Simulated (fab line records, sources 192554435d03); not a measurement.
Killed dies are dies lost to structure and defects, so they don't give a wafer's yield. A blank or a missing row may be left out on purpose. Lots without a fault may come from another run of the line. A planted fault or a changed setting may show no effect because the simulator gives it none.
Chamber matching | flow n5_finfet | N5_BEOL_M14_TRENCH_ETCH_34 on rie_diel-05: 4 sister chambers
The step etches SiO2 in C4F8/O2/Ar, target depth 556.65 nm, time 126.9 s. 8 wafers are shown with their chamber, then 7 later ones without.

WAFERS WITH THEIR CHAMBER
wafer  | chamber | rf_vpp_V (V) | drypump_motor_current_A (A)
L086.1 | 0       | 2161         | 6.2
L086.6 | 3       | 2232         | 4.6
L087.3 | 2       | 2262         | 5.6
L089.2 | 1       | 2138         | 5.7
L089.3 | 0       | 2160         | 6.2
L089.4 | 3       | 2230         | 4.6
L090.1 | 1       | 2140         | 5.6
L090.4 | 2       | 2261         | 5.6

WAFERS WITHOUT THEIR CHAMBER
wafer  | rf_vpp_V (V) | drypump_motor_current_A (A)
L090.5 | 2160         | 6.2
L094.1 | 2159         | 6.2
L094.2 | 2231         | 4.7
L094.5 | 2261         | 5.6
L097.2 | 2261         | 5.6
L097.4 | 2137         | 5.6
L097.5 | 2160         | 6.2

WHICH CHAMBER EACH WENT THROUGH
wafer  | from the rows above | in truth
L090.5 | 0                   | 0
L094.1 | 0                   | 0
L094.2 | 3                   | 3
L094.5 | 2                   | 2
L097.2 | 2                   | 2
L097.4 | 1                   | 1
L097.5 | 0                   | 0
Placed correctly: 7 of 7. Can't be placed from these rows: 0. Placed wrongly: 0.
How it was worked out, from the rows above alone: a wafer's distance from a chamber is the root of the sum, over the readings, of the square of ((its reading less the chamber's mean) divided by the reading's scatter). The wafer belongs to the nearest chamber; if the next one is less than 2 further off, it can't be placed. A chamber's mean is the mean of its shown wafers. The scatter: the root of (the sum of the squares of (reading less its chamber's mean) over the shown wafers, divided by (wafers less chambers)).
